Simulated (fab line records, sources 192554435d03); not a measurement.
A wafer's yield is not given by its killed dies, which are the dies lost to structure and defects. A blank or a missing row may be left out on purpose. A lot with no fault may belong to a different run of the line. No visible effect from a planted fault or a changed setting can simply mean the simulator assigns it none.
Split-lot trial    flow n5 finfet    route with 1938 steps; 7 lots, 21 wafers read

== ABOUT THE SPLIT ==
At N5_BEOL_M5_ETCH_62 (etches SOC in N2/H2, target depth 75 nm, overetch 15 nm, time 112.5 s), the setting source w was moved away from the recipe's 840 W on 10 of the 21 wafers read, by -15.4% to +16.0%. For the rest of the wafers, this setting stayed at what the recipe calls for.

The reading is taken at the split's own step.

== THE READING ==
rf vpp V, in V, at N5_BEOL_M5_ETCH_62 (etches SOC in N2/H2, target depth 75 nm, overetch 15 nm, time 112.5 s). On this fab line, fault-free wafers typically give 525 V with a standard deviation of 3.1 V.

wafer   tool, chamber at the split  source w as run, W  against the recipe  rf vpp V, V  against lot-mates on the recipe
L074.2  rie diel-06, 1              974.8               +16.0%              501          -24
L074.3  rie diel-06, 2              974.8               +16.0%              499          -26
L074.5  rie diel-06, 0              840                 recipe              525          -
L086.3  rie diel-05, 0              840                 recipe              520          -
L086.5  rie diel-05, 1              715.6               -14.8%              553          +30
L086.6  rie diel-05, 2              840                 recipe              526          -
L081.1  rie diel-02, 1              840                 recipe              526          -
L081.2  rie diel-02, 3              840                 recipe              521          -
L081.4  rie diel-02, 0              840                 recipe              528          -
L090.2  rie diel-05, 0              885.2               +5.4%               511          -16
L090.3  rie diel-05, 1              885.2               +5.4%               517          -10
L090.6  rie diel-05, 2              840                 recipe              527          -
L089.3  rie diel-02, 0              746.9               -11.1%              549          +25
L089.4  rie diel-02, 2              840                 recipe              524          -
L089.6  rie diel-02, 3              746.9               -11.1%              542          +18
L087.3  rie diel-06, 2              710.8               -15.4%              551          no lot-mate on the recipe
L087.4  rie diel-06, 0              710.8               -15.4%              554          no lot-mate on the recipe
L087.5  rie diel-06, 2              710.8               -15.4%              552          no lot-mate on the recipe
L093.3  rie diel-06, 2              840                 recipe              523          -
L093.4  rie diel-06, 1              840                 recipe              527          -
L093.6  rie diel-06, 0              840                 recipe              524          -

FIT RESULTS
A straight line over all 21 wafers: rf vpp V changes by -1.74 V for each +1% of source w; r = -0.99; the points scatter about the line by 2.8 V.
The same after taking each lot's own level away (the mean of its wafers on the recipe; 18 wafers): -1.8 V for each +1%; r = -0.98; scatter 3.2 V.
Per that fit: largest source w move, reading shift of 29 V.
The lots' own levels span 523.0 to 527.0 V, that is 1.3 times the standard deviation above.
So the lot-to-lot level changes the slope little: the two slopes agree.
Check: -30.3 V against its lot-mates is what the line predicts for one of the wafers moved furthest among these (+16.0%) when that wafer is left out of the fit. It came out at -24 V against them.
Tool readings at the split's step, against how far the setting was moved: rf vpp V r = -0.99.

== ADDITIONAL SPLITS CARRIED BY THESE WAFERS ==
Note: prior to the reading, these wafers also went through further splits. Each is held against what the fit with the lots' levels taken away leaves over:
other split on the same wafers  wafers away from the commonest value  r with rf vpp V (lot level and that fit taken away)
N5_BEOL_M3_EXPOSE_08 dose mj    5                                     +0.09
N5_BEOL_M4_PECVD_72 temp c      6                                     +0.03
N5_BEOL_M5_ILD_DEP_00 time s    3                                     -0.11
N5_BEOL_M5_COAT_71 spin rpm     10                                    -0.05
N5_BEOL_M5_ETCH_72 source w     8                                     -0.48

== THE FILE'S OWN FIT ==
rf vpp V changes by -1.82 V for each +1% of source w, r = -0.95.
